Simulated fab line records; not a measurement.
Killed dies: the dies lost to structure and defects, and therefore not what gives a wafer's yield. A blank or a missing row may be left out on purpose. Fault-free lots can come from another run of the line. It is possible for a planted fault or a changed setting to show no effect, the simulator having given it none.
fab line records    flow n5_finfet
[record] lots = 5  wafers = 15  last_day = 17
route steps=1938 shown FIN_CUT@161 BEOL_M4@1111
lots untouched by any fault: they come from a run of this same line in which no faults occurred
start_h: hours from the record's opening day to when the first of the lot's shown wafers began    wait_h: hours elapsed since this lot's preceding step    " identical to the entry in the row above    L1.1+2: a single row standing in for several wafers    - no value, or no start given    * or withheld: withheld    < > ~ a bound
route shown NAME@n: a module of which the file shows steps, and the number in the route of the first    usual: mean and standard deviation over wafers with no fault    same: alike in all rows    chamber/n: place in a boat    sites: per-site readings    _std_site: how widely they spread, as a standard deviation    _edge_site: inner sites' mean taken away from outer sites' mean    radius_mm: for every site, how far away it sits from the centre of the wafer    mask NAME#n: copy n    behind: tool/chamber where the wafer was last shaped    hold: why the lot was held/for how many hours/how that ended    device: the n, p or np transistor that did not switch    end of line: tests of these same wafers at the route's end    a step with no rows: only its recipe    killed: at the first sort, the dies lost to defects and structure; wafer yield is something else    map: per-die view of a wafer (x killed, . not killed, _ where there is no die)
set.NAME: setting as actually run; set.NAME@STEP: the setting as run at that earlier step    model.NAME: the simulator's own value behind a step, which no gauge read
lots at some steps of the route; a table a step, a row a wafer
services: from which hour (start_h, from the record's first day; less than 0 if before it) a tool's chamber was out of use, for how many hours, and why
[[steps]]
[step N5_FIN_CUT_PEB_06]
[recipe] peb_temp_c = 100  peb_time_s = 60  resist = CAR-EUV
[step N5_FIN_CUT_DEVELOP_07]
[recipe] develop_time_s = 30  developer = TMAH  resist = CAR-EUV  rinse_liquid = surfactant_rinse  dry = air_spin  dev_temp_c = 23
[step N5_FIN_CUT_DESCUM_13]
[recipe] chemistry = O2  time_s = 7  source_power_w = 50  bias_power_w = 20  pressure_mtorr = 20  rf_frequency_hz = 2.712e+07  temp_c = 40  resist = CAR-EUV  o2_flow_sccm = 225
[step N5_FIN_CUT_ETCH_30]
[recipe] chemistry = N2/H2  target = underlayer  target_depth_a = 130  mask_material = CAR-EUV  time_s = 10.4  ion_energy_ev = 200  pressure_mtorr = 30  source_w = 840  bias_w = 150  n2_flow_sccm = 200  h2_flow_sccm = 200  ends = cleared
[step N5_FIN_CUT_ETCH_20]
[recipe] chemistry = CF4  target = SiARC  target_depth_a = 260  mask_material = CAR-EUV  time_s = 43.3  ion_energy_ev = 80  pressure_mtorr = 40  source_w = 545  bias_w = 36  Ar_flow_sccm = 100  cf4_flow_sccm = 100  ends = cleared
[step N5_FIN_CUT_ETCH_21]
[recipe] chemistry = N2/H2  target = SOC  target_depth_a = 2190  overetch_a = 438  mask_material = SiARC  temp_c = 40  ion_energy_ev = 100  bias_w = 61  time_s = 523.5  pressure_mtorr = 30  source_w = 850  n2_flow_sccm = 200  h2_flow_sccm = 200
[step N5_FIN_CUT_STRIP_23]
[recipe] chemistry = N2/H2  temp_c = 40  n2_flow_sccm = 200  h2_flow_sccm = 200  rf_frequency_hz = 6e+07
[step N5_FIN_CUT_STRIP_31]
[recipe] chemistry = N2/H2  temp_c = 40  n2_flow_sccm = 200  h2_flow_sccm = 200  rf_frequency_hz = 6e+07
[step N5_FIN_CUT_STRIP_24]
[recipe] chemistry = CF4  resist = SiARC  power_w = 300  bias_power_w = 75  pressure_mtorr = 50  cf4_flow_sccm = 150  rf_frequency_hz = 6e+07
[step N5_FIN_CUT_CUT_ETCH_26]
[recipe] chemistry = CH3F/O2  target = SiNx  target_depth_a = 390  mask_material = SOC  time_s = 55.7  pressure_mtorr = 30  source_w = 395  bias_w = 73  Ar_flow_sccm = 150  CH3F_flow_sccm = 30  O2_flow_sccm = 20  ion_energy_ev = 120
[usual] O2_flow_sccm = 20.00/0.059  drypump_motor_current_A = 5.4/0.4  oes_product_au = 0.79/0.079  rf_vpp_V = 297/3.3  run_length_s = 79.08/0.29  showerhead_plenum_p_Torr = 2.01/0.041  throttle_valve_pct = 16.36/0.24
lot.wafer  tool         chamber  start_h  wait_h  O2_flow_sccm  drypump_motor_current_A  oes_product_au  rf_hours_counter_h  rf_vpp_V  run_length_s  showerhead_plenum_p_Torr  throttle_valve_pct  model.etch.depth_nm  model.SOC_of_FIN_CUT_COAT_18.thk_nm
L776.1     rie_diel-05  3        29.88    0.0     19.91         5.4                      0.80            81                  305       79.08         2.03                      16.09               38.49                212.2
L776.5     "            0        "        "       19.95         4.9                      0.73            -                   293       78.96         2.00                      16.59               38.73                212
L776.6     "            1        "        "       20.09         4.9                      0.96            -                   300       78.91         1.96                      16.03               39.88                211.6
L780.2     rie_diel-05  0        52.36    0.0     20.01         4.9                      0.72            182                 295       57.65         1.99                      16.63               23.83                218.8
L780.5     "            2        "        "       20.06         5.8                      0.86            -                   296       58.04         2.03                      16.56               24.51                218.6
L780.6     "            3        "        "       20.02         5.4                      0.81            -                   304       79.04         2.03                      16.11               38.85                211.8
L781.1     rie_diel-05  1        57.71    0.0     19.94         4.9                      0.91            24                  299       58.27         1.96                      16.04               24.07                219.6
L781.3     "            3        "        "       20.03         5.4                      0.79            90                  305       79.02         2.03                      16.11               38.49                212.4
L781.4     "            2        "        "       19.98         5.9                      0.86            64                  296       79.26         2.03                      16.55               39.69                212.8
L783.1     rie_diel-05  1        69.32    0.0     20.07         4.9                      0.92            27                  300       58.06         1.96                      16.07               24.72                218.6
L783.2     "            3        "        "       20.08         5.4                      0.80            93                  305       58.31         2.03                      16.10               24                   218.8
L783.4     "            2        "        "       20.02         5.8                      0.86            68                  297       79.65         2.03                      16.59               39.72                211.6
L796.4     rie_diel-06  2        147.91   0.0     20.07         5.8                      0.79            -                   296       78.91         2.02                      16.41               38.91                211.6
L796.5     "            0        "        "       20.02         5.4                      0.73            -                   294       79.24         1.99                      16.59               38.02                211.6
L796.6     "            3        "        "       19.99         5.1                      0.70            -                   294       78.76         1.97                      16.69               38.31                212
[step N5_FIN_CUT_CUT_ETCH_27]
[recipe] chemistry = CHF3/O2  target = SiO2  target_depth_a = 40  mask_material = SOC  overetch_a = 20  time_s = 4.9  pressure_mtorr = 30  source_w = 650  bias_w = 170  Ar_flow_sccm = 200  CHF3_flow_sccm = 50  O2_flow_sccm = 5  ion_energy_ev = 200
[step N5_FIN_CUT_PRECLEAN_35]
[recipe] time_s = 13.3  temp_c = 45  pressure_torr = 125  p_hf_torr = 3  p_coreactant_torr = 25  chemistry = vHF
[step N5_FIN_CUT_CUT_ETCH_15]
[recipe] chemistry = HBr/Cl2/O2  target = Si  target_depth_a = 1000  bt_time_s = 10  mask_material = SOC  time_s = 42.4  ion_energy_ev = *  bias_w = *  pressure_mtorr = 10  icp_w = 800  HBr_flow_sccm = 150  Cl2_flow_sccm = 80  O2_flow_sccm = 12
[step N5_FIN_CUT_CUT_ETCH_28]
[recipe] chemistry = HBr/Cl2/O2  target = Si  target_depth_a = 60  mask_material = SOC  time_s = 2.4  ion_energy_ev = *  bias_w = *  pressure_mtorr = 10  icp_w = 800  HBr_flow_sccm = 150  Cl2_flow_sccm = 80  O2_flow_sccm = 12
[usual] HBr_flow_sccm = 150.0/0.45  O2_flow_sccm = 12.00/0.034  drypump_motor_current_A = 5.87/0.27  oes_product_au = 0.996/0.014  throttle_valve_pct = 37.1/0.35
lot.wafer  tool       chamber  start_h  wait_h  HBr_flow_sccm  O2_flow_sccm  drypump_motor_current_A  oes_product_au  rf_hours_counter_h  throttle_valve_pct  model.SOC_of_FIN_CUT_COAT_18.thk_nm
L776.1     rie_si-05  1        30.13    0.0     149.5          12.00         5.68                     0.976           135                 37.6                169
L776.5     "          3        "        "       150.0          11.97         5.79                     1.000           -                   37.1                168.2
L776.6     "          0        "        "       150.7          11.95         6.02                     1.035           -                   37.0                168.6
L780.2     rie_si-03  0        52.61    0.0     149.7          11.97         5.87                     0.983           87                  36.8                176.2
L780.5     "          3        "        "       150.1          11.99         5.71                     1.002           -                   36.7                175
L780.6     "          2        "        "       150.3          12.10         6.28                     1.008           -                   36.9                168.4
L781.1     rie_si-04  1        57.96    0.0     149.6          11.99         6.53                     0.984           198                 37.2                176.4
L781.3     "          0        "        "       150.3          12.00         5.77                     0.980           143                 37.8                169.6
L781.4     "          3        "        "       149.8          12.00         5.94                     0.998           169                 37.7                170.2
L783.1     rie_si-05  3        69.56    0.0     150.2          11.98         5.77                     1.003           87                  37.1                175.8
L783.2     "          0        "        "       149.8          11.97         6.03                     1.032           6                   37.0                176.2
L783.4     "          1        "        "       150.3          12.01         5.69                     0.967           136                 37.6                168.8
L796.4     rie_si-05  1        149.68   0.0     149.4          12.02         5.68                     0.977           137                 37.6                168.4
L796.5     "          2        "        "       150.5          11.96         5.67                     1.017           -                   37.4                168.4
L796.6     "          1        "        "       149.6          12.01         5.67                     0.968           -                   37.6                169
[step N5_FIN_CUT_STRIP_22]
[recipe] chemistry = N2/H2  power_w = 500  temp_c = 40  pressure_mtorr = 50  rf_frequency_hz = 6e+07  overash_fraction = 0.3  bias_power_w = 8  h2_frac = 0.5  n2_flow_sccm = 300  h2_flow_sccm = 300
[step N5_BEOL_M4_RC_MEAS_101]
[usual] DIBL_N = 36.2/1.2  DIBL_P = 36.3/1.3  IOFF_N = 0.155/0.019  IOFF_P = 0.210/0.029  ION_N = 677/8.6  ION_P = 465/6.8  SS_N = 71.4/0.48  SS_P = 73.2/0.53  VT_N = 249.9/2.4  VT_P = -250/3.2
lot.wafer  tool       chamber  start_h  wait_h  DIBL_N[mV/V]  DIBL_P[mV/V]  IOFF_N[nA/um]  IOFF_P[nA/um]  ION_N[uA/um]  ION_P[uA/um]  SS_N[mV/dec]  SS_P[mV/dec]  VT_N[mV]  VT_P[mV]
L776.1     prober-02  0        158.27   0.0     36.7          37.5          0.172          0.218          680           469           71.5          73.3          249.2     -250
L776.5     "          0        "        "       37.2          37.8          0.173          0.225          686           469           71.9          72.9          251.2     -250
L776.6     "          0        "        "       37.2          37.5          0.171          0.211          678           466           71.6          72.8          249.5     -249
L780.2     prober-02  0        200.03   0.2     38.0          38.4          0.185          0.254          685           472           71.4          72.6          246.1     -247
L780.5     "          0        "        "       37.1          38.0          0.169          0.241          667           463           72.7          73.4          250.9     -249
L780.6     "          0        "        "       37.2          37.1          0.164          0.226          669           467           71.2          73.3          249.6     -247
L781.1     prober-02  0        206.20   0.0     36.9          36.5          0.152          0.180          675           457           71.5          73.3          248.5     -254
L781.3     "          0        "        "       37.6          36.8          0.162          0.193          691           466           71.5          73.7          252.0     -254
L781.4     "          0        "        "       38.6          39.0          0.188          0.228          676           464           72.0          73.7          248.4     -252
L783.1     prober-01  0        232.84   0.0     36.4          37.0          0.159          0.197          686           463           71.4          73.9          250.7     -251
L783.2     "          0        "        "       35.2          35.6          0.133          0.174          665           456           71.6          73.4          254.6     -254
L783.4     "          0        "        "       35.6          36.2          0.152          0.194          684           465           70.9          73.7          253.3     -252
L796.4     prober-02  0        304.20   0.5     34.2          34.3          0.115          0.157          675           459           70.7          72.1          252.4     -255
L796.5     "          0        "        "       34.5          34.9          0.122          0.162          659           449           71.0          72.6          253.1     -254
L796.6     "          0        "        "       35.7          36.6          0.144          0.180          679           456           72.0          72.5          248.1     -252
[[services]]
tool         chamber  start_h  hours  kind
rie_diel-06  1        45.23    9.4    repair
rie_si-03    1        52.42    2.1    repair
rie_diel-05  -        53.95    0.3    repair
rie_si-04    1        94.80    -      clean
rie_si-04    1        94.80    22.4   scheduled_down
rie_si-04    1        94.80    22.4   vent_cycle
rie_si-03    -        106.36   0.2    repair
rie_si-05    -        108.66   0.3    repair
rie_si-05    3        108.97   2.1    repair
rie_si-05    -        111.27   14.6   pm
rie_si-04    0        143.64   3.5    repair
rie_diel-06  1        144.27   14.9   repair
[[key]]
[first_sign] step = N5_FIN_CUT_CUT_ETCH_26  reading = run_length_s  direction = down  sigmas = 73  usual = *  struck = *
effect none on later readings
[model_effect] step = N5_FIN_CUT_CUT_ETCH_26  value = etch.depth_nm  without = 38.96  struck = 24.23
[model_effect] step = N5_FIN_CUT_CUT_ETCH_28  value = SOC_of_FIN_CUT_COAT_18.thk_nm  without = 168.9  struck = 175.9
met_at N5_FIN_CUT_CUT_ETCH_26
struck_wafers L780.2,L780.5,L781.1,L783.1,L783.2
onset_between 29.88 52.36
[fault] kind = process_parameter_drift  tool = rie_diel-05  chamber = -  onset_h = 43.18  steps = N5_FIN_CUT_CUT_ETCH_26  channel = time_s  offset = *  shape = step  end_h = 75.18  scope = struck_wafers_only  acts_in = *  stated = *
